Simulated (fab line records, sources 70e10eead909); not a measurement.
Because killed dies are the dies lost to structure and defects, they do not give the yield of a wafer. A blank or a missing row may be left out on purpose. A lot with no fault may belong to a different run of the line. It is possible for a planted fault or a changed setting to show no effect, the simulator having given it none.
fab line records ; flow nand_harc
record lots=6; wafers=18; last_day=33
route steps=1302 shown A_ONON_D2@554 END@1302
lots with no fault: from the same line, run without faults
start_h: hours from the record's opening day to when the first of the lot's shown wafers began ; wait_h: hours from the lot's prior step to this one ; " as in the row above ; L1.1+2: several wafers, shown together as one row ; - no value present, or no start provided ; * or withheld: withheld ; < > ~ a bound
route shown NAME@n: a module of which the file shows steps, and the number in the route of the first ; usual: average and standard deviation across the fault-free wafers ; same: alike in all rows ; chamber/n: place in a boat ; sites: per-site readings ; _std_site: their standard deviation ; _edge_site: mean of outer sites minus mean of inner sites ; radius_mm: for every site, how far away it sits from the centre of the wafer ; mask NAME#n: copy n ; behind: the most recent tool/chamber to have shaped the wafer ; hold: what put the lot on hold/how long, in hours/how the hold closed ; device: names the non-switching transistor (n, p or np) ; end of line: the same wafers' tests at the end of the route ; for a step that has no rows: nothing shown but its recipe ; killed: not the wafer's yield, but the dies lost to structure and defects at the first sort ; map: a wafer's dies, x killed, . not, _ none there
set.NAME: setting as actually run; set.NAME@STEP: the setting as run at that earlier step ; model.NAME: the simulator's own value behind a step, which no gauge read
lots seen at some steps along the route; tables by step, rows by wafer
services: from which hour (start_h, from the record's first day; less than 0 if before it) a tool's chamber was out of use, for how many hours, and why
## steps
# step NHARC_A_ONON_D2_THK_MEAS_14
# recipe thk_meas_gauge=ellipsometry
# usual thk_nm=1001/9.5
lot.wafer;tool;chamber;start_h;wait_h;thk_nm
L702.1;film_metro-01;-;297.19;-;997
L702.2;film_metro-01;-;297.19;-;998
L702.6;film_metro-01;-;297.19;-;996
L709.2;film_metro-01;-;356.63;-;998
L709.4;film_metro-01;-;356.63;-;997
L709.5;film_metro-01;-;356.63;-;996
L718.2;film_metro-01;-;461.45;-;993
L718.5;film_metro-01;-;461.45;-;995
L718.6;film_metro-01;-;461.45;-;995
L720.2;film_metro-02;-;485.65;-;995
L720.5;film_metro-02;-;485.65;-;996
L720.6;film_metro-02;-;485.65;-;996
L721.2;film_metro-02;-;485.68;-;987
L721.4;film_metro-02;-;485.68;-;986
L721.6;film_metro-02;-;485.68;-;989
L722.2;film_metro-01;-;498.98;-;995
L722.5;film_metro-01;-;498.98;-;994
L722.6;film_metro-01;-;498.98;-;994
# step NHARC_A_ONON_D2_ANNEAL_15
# recipe temp_c=750; time_s=3600
# step NHARC_A_ONON_D2_DEP_16
# recipe target_thk_a=10000; n2_flow_sccm=2750; n2o_flow_sccm=2000; nh3_flow_sccm=500; sih4_flow_sccm=210; temp_c=400
# step NHARC_A_ONON_D2_THK_MEAS_18
# recipe thk_meas_gauge=ellipsometry
# usual thk_nm=1001/12
lot.wafer;tool;chamber;start_h;wait_h;thk_nm
L702.1;film_metro-02;-;304.58;-;1011
L702.2;film_metro-02;-;304.58;-;1011
L702.6;film_metro-02;-;304.58;-;1011
L709.2;film_metro-02;-;364.68;-;1021
L709.4;film_metro-02;-;364.68;-;1022
L709.5;film_metro-02;-;364.68;-;1020
L718.2;film_metro-01;-;470.61;-;1002
L718.5;film_metro-01;-;470.61;-;1001
L718.6;film_metro-01;-;470.61;-;1003
L721.2;film_metro-01;-;496.93;-;987
L721.4;film_metro-01;-;496.93;-;987
L721.6;film_metro-01;-;496.93;-;988
L720.2;film_metro-02;-;496.93;-;1008
L720.5;film_metro-02;-;496.93;-;1011
L720.6;film_metro-02;-;496.93;-;1011
L722.2;film_metro-02;-;506.65;-;1005
L722.5;film_metro-02;-;506.65;-;1004
L722.6;film_metro-02;-;506.65;-;1004
# step NHARC_A_ONON_D2_DEP_19
# recipe target_thk_a=10000; n2_flow_sccm=2750; n2o_flow_sccm=2000; nh3_flow_sccm=500; sih4_flow_sccm=210; temp_c=400
# step NHARC_A_ONON_D2_THK_MEAS_21
# recipe thk_meas_gauge=ellipsometry
# usual thk_nm=1001/9.1
lot.wafer;tool;chamber;start_h;wait_h;thk_nm
L702.1;film_metro-02;-;305.14;-;1002
L702.2;film_metro-02;-;305.14;-;1001
L702.6;film_metro-02;-;305.14;-;1003
L709.2;film_metro-02;-;365.25;-;1000
L709.4;film_metro-02;-;365.25;-;1002
L709.5;film_metro-02;-;365.25;-;999
L718.2;film_metro-02;-;471.18;-;1011
L718.5;film_metro-02;-;471.18;-;1010
L718.6;film_metro-02;-;471.18;-;1010
L721.2;film_metro-01;-;497.49;-;977
L721.4;film_metro-01;-;497.49;-;978
L721.6;film_metro-01;-;497.49;-;978
L720.2;film_metro-01;-;497.63;-;1013
L720.5;film_metro-01;-;497.63;-;1013
L720.6;film_metro-01;-;497.63;-;1013
L722.2;film_metro-01;-;507.21;-;1003
L722.5;film_metro-01;-;507.21;-;1004
L722.6;film_metro-01;-;507.21;-;1004
# step NHARC_A_ONON_D2_DEP_22
# recipe target_thk_a=10000; n2_flow_sccm=2750; n2o_flow_sccm=2000; nh3_flow_sccm=500; sih4_flow_sccm=210; temp_c=400
# step NHARC_A_ONON_D2_THK_MEAS_24
# recipe thk_meas_gauge=ellipsometry
# usual thk_nm=996/8.5
lot.wafer;tool;chamber;start_h;wait_h;thk_nm
L702.1;film_metro-02;-;305.71;-;998
L702.2;film_metro-02;-;305.71;-;998
L702.6;film_metro-02;-;305.71;-;998
L709.2;film_metro-01;-;365.82;-;994
L709.4;film_metro-01;-;365.82;-;995
L709.5;film_metro-01;-;365.82;-;997
L718.2;film_metro-01;-;471.75;-;1007
L718.5;film_metro-01;-;471.75;-;1008
L718.6;film_metro-01;-;471.75;-;1007
L721.2;film_metro-01;-;498.06;-;994
L721.4;film_metro-01;-;498.06;-;994
L721.6;film_metro-01;-;498.06;-;995
L720.2;film_metro-02;-;498.20;-;999
L720.5;film_metro-02;-;498.20;-;1002
L720.6;film_metro-02;-;498.20;-;1003
L722.2;film_metro-01;-;507.78;-;1007
L722.5;film_metro-01;-;507.78;-;1004
L722.6;film_metro-01;-;507.78;-;1009
# step NHARC_A_ONON_D2_DEP_25
# recipe target_thk_a=10000; n2_flow_sccm=2750; n2o_flow_sccm=2000; nh3_flow_sccm=500; sih4_flow_sccm=210; temp_c=400
# step NHARC_A_ONON_D2_THK_MEAS_27
# recipe thk_meas_gauge=ellipsometry
# usual thk_nm=1001/10
lot.wafer;tool;chamber;start_h;wait_h;thk_nm
L702.1;film_metro-01;-;306.26;-;1001
L702.2;film_metro-01;-;306.26;-;1001
L702.6;film_metro-01;-;306.26;-;1001
L709.2;film_metro-01;-;366.39;-;1017
L709.4;film_metro-01;-;366.39;-;1015
L709.5;film_metro-01;-;366.39;-;1018
L718.2;film_metro-01;-;472.31;-;991
L718.5;film_metro-01;-;472.31;-;992
L718.6;film_metro-01;-;472.31;-;991
L721.2;film_metro-01;-;498.63;-;1006
L721.4;film_metro-01;-;498.63;-;1005
L721.6;film_metro-01;-;498.63;-;1005
L720.2;film_metro-01;-;498.77;-;990
L720.5;film_metro-01;-;498.77;-;991
L720.6;film_metro-01;-;498.77;-;991
L722.2;film_metro-01;-;508.37;-;1004
L722.5;film_metro-01;-;508.37;-;1003
L722.6;film_metro-01;-;508.37;-;1003
# step NHARC_A_ONON_D2_DEP_28
# recipe target_thk_a=10000; n2_flow_sccm=2750; n2o_flow_sccm=2000; nh3_flow_sccm=500; sih4_flow_sccm=210; temp_c=400
# step NHARC_A_ONON_D2_THK_MEAS_30
# recipe thk_meas_gauge=ellipsometry
# usual thk_nm=997/12
lot.wafer;tool;chamber;start_h;wait_h;thk_nm
L702.1;film_metro-01;-;306.83;-;1017
L702.2;film_metro-01;-;306.83;-;1015
L702.6;film_metro-01;-;306.83;-;1013
L709.2;film_metro-01;-;366.95;-;1008
L709.4;film_metro-01;-;366.95;-;1008
L709.5;film_metro-01;-;366.95;-;1007
L718.2;film_metro-01;-;472.88;-;987
L718.5;film_metro-01;-;472.88;-;990
L718.6;film_metro-01;-;472.88;-;989
L721.2;film_metro-01;-;499.19;-;993
L721.4;film_metro-01;-;499.19;-;995
L721.6;film_metro-01;-;499.19;-;994
L720.2;film_metro-02;-;499.34;-;1000
L720.5;film_metro-02;-;499.34;-;998
L720.6;film_metro-02;-;499.34;-;1000
L722.2;film_metro-02;-;508.94;-;1000
L722.5;film_metro-02;-;508.94;-;1002
L722.6;film_metro-02;-;508.94;-;1001
# step NHARC_A_ONON_D2_DEP_33
# recipe target_thk_a=2000; temp_c=400; pressure_torr=6.5; rf_w=900; teos_flow_sccm=161.4; flow_sccm=2650; target_thk_nm=200; gas=O2; material=SiO2
# usual heater_power_w=554/80; mfc_precursor_sccm=161.3/0.49; rf_fwd_power_W=899.0/2.8; susceptor_temp_C=400.02/0.23; throttle_valve_pct=15.9/0.65
lot.wafer;tool;chamber;start_h;wait_h;heater_power_w;mfc_precursor_sccm;rf_fwd_power_W;susceptor_temp_C;throttle_valve_pct
L702.1;pecvd-03;1;306.88;0.1;543;160.9;903.3;400.16;16.2
L702.2;pecvd-03;2;306.88;0.1;713;161.1;903.6;400.27;16.4
L702.6;pecvd-03;0;306.88;0.1;603;161.5;898.2;400.11;15.2
L709.2;pecvd-01;0;367.05;0.1;586;161.1;895.9;399.83;15.3
L709.4;pecvd-01;0;367.05;0.1;621;161.2;904.4;400.10;15.0
L709.5;pecvd-01;1;367.05;0.1;489;161.9;894.0;400.24;14.9
L718.2;pecvd-04;0;472.95;0.1;479;162.1;902.3;400.17;16.7
L718.5;pecvd-04;1;472.95;0.1;601;160.8;900.6;399.61;15.3
L718.6;pecvd-04;2;472.95;0.1;555;160.5;901.1;399.80;16.7
L721.2;pecvd-04;1;499.34;0.1;599;161.8;897.3;400.30;15.5
L721.4;pecvd-04;2;499.34;0.1;502;160.5;899.5;399.79;17.0
L721.6;pecvd-04;0;499.34;0.1;441;206.7;901.5;399.85;17.3
L720.2;pecvd-04;2;499.62;0.3;556;160.9;899.3;400.08;16.8
L720.5;pecvd-04;0;499.62;0.3;476;207.2;900.9;400.28;17.0
L720.6;pecvd-04;2;499.62;0.3;562;161.1;901.2;399.80;16.9
L722.2;pecvd-03;1;509.00;0.1;499;160.4;898.4;399.97;16.1
L722.6;pecvd-03;1;509.00;0.1;517;161.5;901.4;400.09;16.0
L722.5;pecvd-03;2;509.00;0.1;635;161.3;902.4;399.98;16.3
# step NHARC_A_ONON_D2_THK_MEAS_34
# recipe thk_meas_gauge=ellipsometry
# usual thk_nm=201/3
lot.wafer;tool;chamber;start_h;wait_h;thk_nm
L702.1;film_metro-02;-;307.29;-;201
L702.2;film_metro-02;-;307.29;-;201
L702.6;film_metro-02;-;307.29;-;206
L709.2;film_metro-02;-;367.42;-;198
L709.4;film_metro-02;-;367.42;-;202
L709.5;film_metro-02;-;367.42;-;203
L718.2;film_metro-01;-;473.36;-;200
L718.5;film_metro-01;-;473.36;-;203
L718.6;film_metro-01;-;473.36;-;204
L721.2;film_metro-01;-;499.67;-;197
L721.4;film_metro-01;-;499.67;-;200
L721.6;film_metro-01;-;499.67;-;254
L720.2;film_metro-01;-;499.94;-;199
L720.5;film_metro-01;-;499.94;-;259
L720.6;film_metro-01;-;499.94;-;207
L722.2;film_metro-01;-;509.41;-;201
L722.5;film_metro-01;-;509.41;-;204
L722.6;film_metro-01;-;509.41;-;202
# step NHARC_END_SORT_01
# recipe temp_c=25
# usual killed_at_array=49/19; killed_at_other=0.9/1.1; killed_at_periphery=4.0/2.7; killed_dies=54/19; killed_open=3.3/1.8; killed_short=2.6/1.6
# same gross_dies=677
lot.wafer;tool;chamber;start_h;wait_h;killed_at_array;killed_at_other;killed_at_periphery;killed_dies;killed_open;killed_short
L720.2;prober-02;0;787.85;2.8;42;0;4;46;1;1
L720.5;prober-02;0;790.24;3.7;56;0;1;57;3;2
L720.6;prober-02;0;791.04;4.0;44;1;7;52;9;2
# killed by level:class
L720.2 A_CHANNEL_HOLE_D2:chamber_film_flake=22 A_CHANNEL_HOLE_D1:chamber_film_flake=5 A_CHANNEL_HOLE_D1:unspecified=3 A_SLIT:chamber_film_flake=3 A_CONTACT:chamber_film_flake=3 P_GATE:chamber_film_flake=2 A_CHANNEL_FILL_D1:chamber_film_flake=2 P_CONTACT:geometric_particle:open=1
L720.5 A_CHANNEL_HOLE_D2:chamber_film_flake=30 A_SLIT:chamber_film_flake=13 A_CONTACT:chamber_film_flake=5 A_CHANNEL_FILL_D2:geometric_particle:short=2 A_ONON_D1:geometric_particle:open=1 A_CHANNEL_HOLE_D1:geometric_particle:open=1 A_DECK1_JOINT:geometric_particle:open=1 P_GATE:chamber_film_flake=1
L720.6 A_CHANNEL_HOLE_D2:chamber_film_flake=20 A_SLIT:chamber_film_flake=9 P_GATE:chamber_film_flake=4 A_STAIRCASE:chamber_film_flake=3 A_CHANNEL_FILL_D2:geometric_particle:open=2 A_WL_FILL:chamber_film_flake=2 P_GATE:geometric_particle:open=1 P_CONTACT:geometric_particle:open=1
## services
tool;chamber;start_h;hours;kind
pecvd-03;-;309.30;0.9;repair
pecvd-01;-;311.00;13.0;pm
pecvd-01;0;311.00;13.0;vent_cycle
pecvd-01;1;311.00;13.0;vent_cycle
pecvd-01;2;311.00;13.0;vent_cycle
pecvd-01;0;324.00;-;clean
pecvd-03;-;366.75;13.0;pm
pecvd-03;0;366.75;13.0;vent_cycle
pecvd-03;1;366.75;19.7;vent_cycle
pecvd-03;2;366.75;13.0;vent_cycle
pecvd-03;0;379.75;-;clean
pecvd-03;2;379.75;-;clean
pecvd-01;2;395.70;10.7;repair
pecvd-04;0;395.88;3.6;repair
pecvd-01;-;412.40;1.2;repair
pecvd-03;-;421.32;0.7;repair
pecvd-04;-;450.28;13.0;pm
pecvd-04;0;450.28;13.0;vent_cycle
pecvd-04;1;450.28;13.0;vent_cycle
pecvd-04;2;450.28;13.0;vent_cycle
pecvd-04;0;463.28;-;clean
pecvd-04;1;463.28;-;clean
pecvd-04;2;463.28;-;clean
pecvd-01;-;492.00;13.0;pm
## key
first_sign step=NHARC_A_ONON_D2_DEP_33; reading=mfc_precursor_sccm; direction=up; sigmas=93; usual=161.3; struck=207.0
effect step=NHARC_A_ONON_D2_THK_MEAS_34; reading=thk_nm; direction=up; sigmas=19; usual=201; struck=257
met_at NHARC_A_ONON_D2_DEP_33
struck_wafers L720.5,L721.6
tester_left_out L720,L721
onset_between 472.95 499.34
fault kind=process_parameter_drift; tool=pecvd-04; chamber=0; onset_h=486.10; steps=NHARC_A_ONON_D2_DEP_33; channel=teos_flow_sccm; offset=*; shape=step; end_h=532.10; acts_in=*; stated=*
# tester_left_out: of these lots the tester's yield and bins aren't shown, on N5 and GAA mostly nor the transistor test; their killed dies are dies lost to structure and defects alone, not to doping, threshold or leakage, so they don't give the yield
